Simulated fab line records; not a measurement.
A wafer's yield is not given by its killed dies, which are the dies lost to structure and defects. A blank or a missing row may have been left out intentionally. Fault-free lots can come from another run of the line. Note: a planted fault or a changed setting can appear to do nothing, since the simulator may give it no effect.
What tool caused it? -- flow nandHarc -- 13 lots, 39 wafers sampled, at 5 steps of a route of 1302

WHAT EACH GAUGE READ, for each wafer
NHARC_END_SORT_01. Usual: killedAtArray 59, standard deviation 19; killedAtOther 0.6, standard deviation 0.85; killedAtPeriphery 3.8, standard deviation 2.5; killedDies 64, standard deviation 19; killedOpen 3.3, standard deviation 1.8; killedShort 2.2, standard deviation 1.6.
lot,measured,on,killedAtArray,killedAtOther,killedAtPeriphery,killedDies,killedOpen,killedShort,flag
L595,day 30 04:56,prober-02,145 153 171,0 0 0,3 1 4,148 154 175,4 5 3,1 2 3,OFF
L596,day 30 11:58,prober-02,143 147 138,0 0 0,2 2 2,145 149 140,3 2 1,2 0 1,OFF
L599,day 31 08:21,prober-01,77 72 71,3 1 1,2 0 4,82 73 76,2 2 1,2 0 0,
L600,day 32 18:33,prober-01,56 73 73,0 0 1,9 3 6,65 76 80,4 2 4,3 4 3,

WHICH TOOL RAN EACH LOT (tool, then ch and the chambers of the sampled wafers, then the start)
lot,NHARC_A_DECK1_JOINT_ETCHBACK_00,NHARC_THIN_TSV_PRE_CLEAN_50,NHARC_THIN_TSV_ETCH_36,NHARC_THIN_TSV_STRIP_56
L584,"rieSi-01 ch 0,1,2, day 12 08:38","pvdSputter-02, day 24 16:31 or earlier","rieMetal-02 ch 0,1, day 24 16:31","plasmaAsher-01 ch 0,1, day 24 16:37"
L586,"rieSi-03 ch 0,3, day 12 21:53","pvdSputter-01, day 25 19:45 or earlier","rieMetal-02 ch 0,1, day 25 19:45","plasmaAsher-01 ch 0,1, day 25 19:56"
L585,"rieSi-06 ch 1,3, day 12 21:56","pvdSputter-03, day 25 11:27 or earlier","rieMetal-03 ch 0,1, day 25 11:27","plasmaAsher-02 ch 0,1, day 25 11:33"
L587,"rieSi-03 ch 0,1,2, day 13 05:15","pvdSputter-03, day 26 08:28 or earlier","rieMetal-02 ch 0,1, day 26 08:28","plasmaAsher-01 ch 0,1, day 26 08:34"
L591,"rieSi-01 ch 0,1,2, day 14 21:27","pvdSputter-03, day 27 12:05 or earlier","rieMetal-03 ch 0,1, day 27 12:05","plasmaAsher-02 ch 0,1, day 27 12:13"
L595,"rieSi-06 ch 1,2,3, day 16 13:55","pvdSputter-02, day 29 16:19 or earlier","rieMetal-03 ch 0,1, day 29 16:19","plasmaAsher-01 ch 0,1, day 29 16:30"
L596,"rieSi-06 ch 0,1, day 17 07:53","pvdSputter-03, day 29 19:43 or earlier","rieMetal-03 ch 1, day 29 19:43","plasmaAsher-01 ch 1, day 29 19:53"
L599,"rieSi-01 ch 0,2,3, day 17 23:52","pvdSputter-01, day 30 22:59 or earlier","rieMetal-01 ch 0,1, day 30 22:59","plasmaAsher-01 ch 0,1, day 30 23:04"
L600,"rieSi-03 ch 0,1,3, day 18 19:04","pvdSputter-02, day 32 09:14 or earlier","rieMetal-02 ch 1, day 32 09:14","plasmaAsher-01 ch 0,1, day 32 09:24"
L602,"rieSi-01 ch 1,2,3, day 19 19:04","pvdSputter-03, day 33 04:34 or earlier","rieMetal-01 ch 0,1, day 33 04:34","plasmaAsher-01 ch 0,1, day 33 04:40"
L603,"rieSi-03 ch 0,1, day 19 22:51","pvdSputter-02, day 32 20:52 or earlier","rieMetal-03 ch 0,1, day 32 20:52","plasmaAsher-02 ch 0,1, day 32 21:02"
L604,"rieSi-06 ch 0,2,3, day 20 11:26","pvdSputter-02, day 32 19:33 or earlier","rieMetal-01 ch 0,1, day 32 19:33","plasmaAsher-01 ch 0,1, day 32 19:39"
L605,"rieSi-01 ch 2,3, day 20 21:23","pvdSputter-02, day 33 03:20 or earlier","rieMetal-03 ch 0,1, day 33 03:20","plasmaAsher-02 ch 1, day 33 03:26"
- NHARC_A_DECK1_JOINT_ETCHBACK_00: etches the open film in HBr, target depth 30 nm, time 17.4 s.
- NHARC_THIN_TSV_PRE_CLEAN_50: time 30 s.
- NHARC_THIN_TSV_ETCH_36: etches the open film in Cl2/BCl3, target depth 65 nm, time 18.571 s.
- NHARC_THIN_TSV_STRIP_56: strips in O2.

AS READ BY THE TOOLS THEMSELVES (means over the sampled wafers that have a number; for cases with no such wafer, the mark the record gives instead)
NHARC_A_DECK1_JOINT_ETCHBACK_00. Usual: biasW 59.99 W, standard deviation 0.16; drypumpMotorCurrentA 5.9 A, standard deviation 0.41; oesProductAu 1.001 a.u., standard deviation 0.0078; throttleValvePct 23.267 %, standard deviation 0.0091.
lot,tool,biasW (W),drypumpMotorCurrentA (A),oesProductAu (a.u.),throttleValvePct (%),flag
L584,rieSi-01,59.95,6.0,0.995,23.266,
L586,rieSi-03,59.84,5.6,1.006,23.269,
L585,rieSi-06,60.05,6.0,1.000,23.256,
L587,rieSi-03,59.94,5.5,1.001,23.262,
L591,rieSi-01,60.06,6.0,0.995,23.266,
L595,rieSi-06,59.91,6.2,1.011,23.268,
L596,rieSi-06,60.05,5.9,0.998,23.272,
L599,rieSi-01,59.91,6.0,1.003,23.274,
L600,rieSi-03,60.08,5.6,0.999,23.264,
L602,rieSi-01,60.21,6.2,1.000,23.262,
L603,rieSi-03,59.84,5.3,0.993,23.272,
L604,rieSi-06,60.08,6.2,0.992,23.267,
L605,rieSi-01,59.98,6.2,0.998,23.263,

NHARC_THIN_TSV_PRE_CLEAN_50. Usual: heaterPowerW at 412 W, with a standard deviation of 50.
lot,tool,heaterPowerW (W),flag
L584,pvdSputter-02,383,
L586,pvdSputter-01,399,
L585,pvdSputter-03,432,
L587,pvdSputter-03,394,
L591,pvdSputter-03,386,
L595,pvdSputter-02,470,
L596,pvdSputter-03,435,
L599,pvdSputter-01,431,
L600,pvdSputter-02,394,
L602,pvdSputter-03,364,
L603,pvdSputter-02,430,
L604,pvdSputter-02,397,
L605,pvdSputter-02,438,

NHARC_THIN_TSV_ETCH_36. Usual: drypumpMotorCurrentA 5.6 A, standard deviation 0.41; oesProductAu 0.999 a.u., standard deviation 0.0073.
lot,tool,drypumpMotorCurrentA (A),oesProductAu (a.u.),flag
L584,rieMetal-02,5.4,1.002,
L586,rieMetal-02,5.4,1.004,
L585,rieMetal-03,5.5,0.989,
L587,rieMetal-02,5.4,1.000,
L591,rieMetal-03,5.5,1.005,
L595,rieMetal-03,5.9,0.995,
L596,rieMetal-03,5.1,1.000,
L599,rieMetal-01,5.8,1.001,
L600,rieMetal-02,5.3,0.996,
L602,rieMetal-01,5.6,1.007,
L603,rieMetal-03,5.5,0.997,
L604,rieMetal-01,5.8,1.008,
L605,rieMetal-03,5.5,0.996,

NHARC_THIN_TSV_STRIP_56. Usual: drypumpMotorCurrentA 5.6 A, standard deviation 0.38; heaterPowerW 369 W, standard deviation 16.
lot,tool,drypumpMotorCurrentA (A),heaterPowerW (W),flag
L584,plasmaAsher-01,5.6,369,
L586,plasmaAsher-01,5.8,354,
L585,plasmaAsher-02,5.7,371,
L587,plasmaAsher-01,5.6,368,
L591,plasmaAsher-02,5.3,388,
L595,plasmaAsher-01,5.8,348,
L596,plasmaAsher-01,5.9,345,
L599,plasmaAsher-01,5.6,362,
L600,plasmaAsher-01,5.6,365,
L602,plasmaAsher-01,5.6,368,
L603,plasmaAsher-02,5.3,385,
L604,plasmaAsher-01,5.6,365,
L605,plasmaAsher-02,5.0,393,

THE ANSWER, worked out from the rows above alone
Rule: a lot counts as off when the mean over its wafers that have a number is more than 3 standard deviations away from the usual mean. Also off: a lot with no number at a reading for which 4 or more lots have one. All remaining lots with rows at the step are treated as sound. First the gauges in route order, then the tools' own readings, where a lot's mean is used as printed above. At the first step where some lot is off, the reading lying furthest off is the one used; lots without a number count as furthest.
Off at NHARC_END_SORT_01 (killedAtArray): L595, L596. Neither off nor sound, because the step has no rows for them: L584, L586, L585, L587, L591, L602, L603, L604, L605.
A tool fits if, at a process step before that reading, it ran every lot that is off, and no sound lot after the first of them. Those tools and the gauges at NHARC_END_SORT_01 are tried in the same way. NHARC_THIN_TSV_PRE_CLEAN_50 gives no start for some lots, so the hours and the order of its lots are those of NHARC_THIN_TSV_ETCH_36. Can't be told from this: 3 tools fit, rieSi-06 at NHARC_A_DECK1_JOINT_ETCHBACK_00, rieMetal-03 at NHARC_THIN_TSV_ETCH_36, prober-02 at NHARC_END_SORT_01.

WHAT HAD BEEN PUT IN BY THE SIMULATOR
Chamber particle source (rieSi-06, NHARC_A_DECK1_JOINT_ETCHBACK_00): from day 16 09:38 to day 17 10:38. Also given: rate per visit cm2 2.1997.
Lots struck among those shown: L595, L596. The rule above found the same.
